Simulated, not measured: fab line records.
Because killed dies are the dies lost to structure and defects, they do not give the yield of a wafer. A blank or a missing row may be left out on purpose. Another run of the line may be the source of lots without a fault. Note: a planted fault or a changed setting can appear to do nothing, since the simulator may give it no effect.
Struck lot and sound lot, side by side / flow nandHarc / 14 out of 1302 route steps
Sound: the wafers L742.3, L742.4, L742.5. Struck: wafers L755.3, L755.4, L755.5. Last of all comes the cause.
For every step that has rows: the tool of each side, followed by ch and its chambers, followed by its first start. Under that, the readings that differ: sound wafers / struck wafers / difference of the means / sigmas: that difference in standard deviations of wafers without a fault.
alike: a reading whose means differ by less than 2 such deviations, as well as words and numbers matching on both sides. not compared: withheld readings; readings where some wafer has no value; bounds like >300 that might hide an equal value; numbers whose values overlap and for which the record gives no deviation.
A row with sigmas, a row that says differs or no value, or rows on one side alone: a step with any of these is where the two part. When numbers do not overlap yet have no deviation, they are printed without sigmas and do not part them. A reading missing from all wafers of one side parts the sides only when that side holds two or more wafers.

first, 1 step without rows for these wafers: NHARC_A_ONON_D1_DEP_12 (target thk 1000 nm).
NHARC_A_ONON_D1_THK_MEAS_14: measures by ellipsometry.
  struck on filmMetro-01, day 15 15:56; sound on filmMetro-02, day 10 08:46
  alike: thkNm
then, 2 steps without rows for these wafers: NHARC_A_ONON_D1_ANNEAL_15 (time 3600 s); NHARC_A_ONON_D1_DEP_16 (target thk 1000 nm).
NHARC_A_ONON_D1_THK_MEAS_18: measures by ellipsometry.
  struck on filmMetro-01, day 15 23:40; sound on filmMetro-02, day 10 16:50
  alike: thkNm
following that, 1 step holds no rows for these wafers, namely NHARC_A_ONON_D1_DEP_19 (target thickness 1000 nm).
NHARC_A_ONON_D1_THK_MEAS_21: measures by ellipsometry.
  struck on filmMetro-02, day 16 00:14; sound on filmMetro-02, day 10 17:25
  alike: thkNm
following that, 1 step holds no rows for these wafers, namely NHARC_A_ONON_D1_DEP_22 (target thickness 1000 nm).
NHARC_A_ONON_D1_THK_MEAS_24: measures by ellipsometry.
  struck on filmMetro-02, day 16 00:48; sound on filmMetro-02, day 10 17:59
reading=thkNm (nm); sound=1010 1011 1011; struck=987 987 984; difference=-25; sigmas=-2
following that, 1 step holds no rows for these wafers, namely NHARC_A_ONON_D1_DEP_25 (target thickness 1000 nm).
NHARC_A_ONON_D1_THK_MEAS_27: measures by ellipsometry.
  struck on filmMetro-01, day 16 01:22; sound on filmMetro-01, day 10 18:33
  alike: thkNm
NHARC_A_ONON_D1_DEP_28: target thk 1000 nm.
  sound on pecvdOnon-02 ch 0, day 10 18:43; struck on pecvdOnon-02 ch 0, day 16 01:32
  alike: nh3FlowSccm, sih4FlowSccm
NHARC_A_ONON_D1_THK_MEAS_30: measures by ellipsometry.
  struck on filmMetro-02, day 16 02:07; sound on filmMetro-02, day 10 19:07
reading=thkNm (nm); sound=1006 1005 1005; struck=569 569 569; difference=-436; sigmas=-62
  not compared: hold
NHARC_END_SORT_01:
  the record has rows for the sound wafers here (prober-01 ch 0, day 26 18:00) and none for the struck ones

WHERE THEY PART
First at NHARC_A_ONON_D1_THK_MEAS_24; last, within this record, at NHARC_END_SORT_01.

WHY: the cause the simulator had injected
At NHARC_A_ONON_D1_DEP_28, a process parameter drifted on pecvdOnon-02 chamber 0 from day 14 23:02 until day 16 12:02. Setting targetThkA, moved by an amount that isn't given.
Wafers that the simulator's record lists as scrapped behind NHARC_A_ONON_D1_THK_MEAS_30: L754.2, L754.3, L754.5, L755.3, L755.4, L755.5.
